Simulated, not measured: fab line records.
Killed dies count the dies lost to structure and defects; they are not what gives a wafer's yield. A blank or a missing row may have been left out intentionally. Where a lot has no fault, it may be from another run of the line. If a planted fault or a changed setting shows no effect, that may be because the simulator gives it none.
Chamber matching ; flow nand harc ; rie diel-12 running NHARC_A_CONTACT_DESCUM_13: 4 sister chambers
The step chemistry O2, time 3 s. 4 wafers are shown with their chamber, then 9 later ones without.

WAFERS, EACH WITH ITS CHAMBER
wafer;chamber;showerhead plenum p Torr (Torr)
L109.5;3;1.83
L107.1;1;1.89
L107.3;2;1.83
L107.6;0;2.00

WAFERS MISSING THEIR CHAMBER
wafer;showerhead plenum p Torr (Torr)
L110.2;1.83
L110.3;1.83
L110.6;1.99
L111.2;1.83
L111.3;1.99
L111.4;1.89
L112.1;1.99
L112.2;1.83
L112.4;1.89

THE CHAMBER EACH PASSED THROUGH
wafer;from the rows above;in truth
L110.2;can't be placed: 2 or 3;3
L110.3;can't be placed: 2 or 3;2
L110.6;0;0
L111.2;can't be placed: 2 or 3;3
L111.3;0;0
L111.4;1;1
L112.1;0;0
L112.2;can't be placed: 2 or 3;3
L112.4;1;1
Correct placement for 5 of the 9. From these rows, 4 cannot be placed; in 4 the true chamber is one of the candidates. Placed wrongly: 0.
How it was worked out, from the rows above alone: a wafer's distance from a chamber is the root of the sum, over the readings, of the square of ((its reading less the chamber's mean) divided by the reading's scatter). If the next closest chamber is less than 2 further off than the closest, the wafer can't be placed; otherwise it belongs to the closest. Each chamber's mean is taken over the wafers shown for it. The scatter (one wafer shown for each chamber): square how far every hidden wafer sits from the nearest shown wafer, average those squares and take the square root.
